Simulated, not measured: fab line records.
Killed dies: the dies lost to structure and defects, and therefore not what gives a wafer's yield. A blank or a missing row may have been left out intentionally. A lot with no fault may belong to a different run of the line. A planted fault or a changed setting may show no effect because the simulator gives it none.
Struck lot and sound lot, side by side + flow nandHarc + 15 steps out of a route of 1302
Sound: wafers L438.1, L438.5, L438.6. Wafers struck: L435.1, L435.3, L435.5. At the end, the cause is stated.
Per side, at each step with rows, come the tool, then ch with its chambers, and then its first start. Under that, the readings that differ: sound wafers + struck wafers + difference of the means + sigmas: that difference in standard deviations of wafers without a fault.
alike: a reading whose means differ by less than 2 such deviations, as well as words and numbers matching on both sides. not compared: withheld readings; readings where some wafer has no value; bounds like >300 that might hide an equal value; numbers whose values overlap and for which the record gives no deviation.
The two part at a step that has a row with sigmas, a row that says differs or no value, or rows on one side only. Non-overlapping numbers with no deviation appear without sigmas and do not part them. Lack of a reading on every wafer of one side parts them only where that side has two or more wafers.

first, 3 steps without rows for these wafers: NHARC_A_BONDPAD_EXPOSE_06 (exposes mask A BPAD); NHARC_A_BONDPAD_PEB_07 (peb time 80 s); NHARC_A_BONDPAD_DEVELOP_08 (time 50 s).
NHARC_A_BONDPAD_CD_MEAS_09: target cd 500 nm.
  sound on cdSem-03 ch 0, day 29 12:03; struck on cdSem-01 ch 0, day 28 21:27
  alike: cdNm
NHARC_A_BONDPAD_OVL_MEAS_35:
  sound: overlay-02 at day 29 12:08; struck: overlay-01 at day 28 21:32
  alike: overlayXNm, overlayYNm
then, 1 step without rows for these wafers: NHARC_A_BONDPAD_HARDBAKE_10 (time 65 s).
NHARC_A_BONDPAD_DESCUM_11: chemistry O2, time 3 s.
  sound on rieDiel-03 ch 1,2, day 29 12:16; struck on rieDiel-12 ch 0,2, day 28 21:40
| reading             | sound             | struck            | difference | sigmas |
|---------------------|-------------------|-------------------|------------|--------|
| oesProductAu (a.u.) | 1.006 1.011 1.005 | 0.991 0.985 0.988 | -0.019     | -3     |
  alike: drypumpMotorCurrentA, rfVppV, showerheadPlenumPTorr, throttleValvePct
  not compared: rfHoursCounterH
NHARC_A_BONDPAD_ETCH_34: etches the open film in N2/H2, target depth 60 nm, overetch 18 nm, time 65.91 s.
  sound on rieDiel-03 ch 0,1,2, day 29 12:22; struck on rieDiel-12 ch 0,1, day 28 21:44
  alike: drypumpMotorCurrentA, oesProductAu, rfVppV, showerheadPlenumPTorr, throttleValvePct
  not compared: rfHoursCounterH
NHARC_A_BONDPAD_ETCH_12: etches the open film in CHF3/O2, target depth 220 nm, time 110 s.
  sound on rieDiel-03 ch 0,1; struck on rieDiel-12 ch 0,2,3
  alike: drypumpMotorCurrentA, oesProductAu, rfVppV, showerheadPlenumPTorr, throttleValvePct
  not compared: rfHoursCounterH
NHARC_A_BONDPAD_CD_MEAS_13:
  sound: cdSem-03 at day 29 12:34; struck: cdSem-01 at day 28 21:58
  alike: cdNm
NHARC_A_BONDPAD_STRIP_15: strips in O2.
  sound on rieDiel-12 ch 0,1,2, day 29 12:42; struck on rieDiel-03 ch 1,3, day 28 22:04
  alike: chamberPressureMTorr, drypumpMotorCurrentA, oesProductAu, rfVppV, showerheadPlenumPTorr, throttleValvePct
  not compared: rfHoursCounterH
then, 1 step without rows for these wafers: NHARC_A_BONDPAD_ETCH_24 (etches the open film in CF4/N2, target depth 30 nm, time 72.99 s).
NHARC_A_BONDPAD_STRIP_16: strips in post etch residue remover, time 600 s.
  sound on wetBench-08 ch 0,3,4, day 29 12:56; struck on wetBench-08 ch 3,5,6, day 28 22:20
  no value came back on the struck wafers for bathHeatDutyPct (%), runLengthS (s); on the sound wafers bathHeatDutyPct (%) reads 15.8 17.0 11.0
NHARC_A_BONDPAD_DEGAS_25: time 60 s.
  sound: pvdSputter-01 at day 29 13:12; struck: pvdSputter-03 at day 28 22:37
| reading          | sound       | struck      | difference | sigmas |
|------------------|-------------|-------------|------------|--------|
| heaterPowerW (W) | 524 527 464 | 454 391 430 | -80        | -2     |
NHARC_END_SORT_01:
  sound on prober-02 ch 0, day 30 20:57; struck on prober-01 ch 0, day 30 02:02
  alike: defectLimitedYield, killedAtArray, killedAtOther, killedAtPeriphery, killedDies, killedOpen, killedShort

## WHERE THEY PART
First at NHARC_A_BONDPAD_DESCUM_11; last, within this record, at NHARC_A_BONDPAD_DEGAS_25. Later steps at which nothing parts them and some readings are alike: NHARC_END_SORT_01.

WHY: what the simulator had put in
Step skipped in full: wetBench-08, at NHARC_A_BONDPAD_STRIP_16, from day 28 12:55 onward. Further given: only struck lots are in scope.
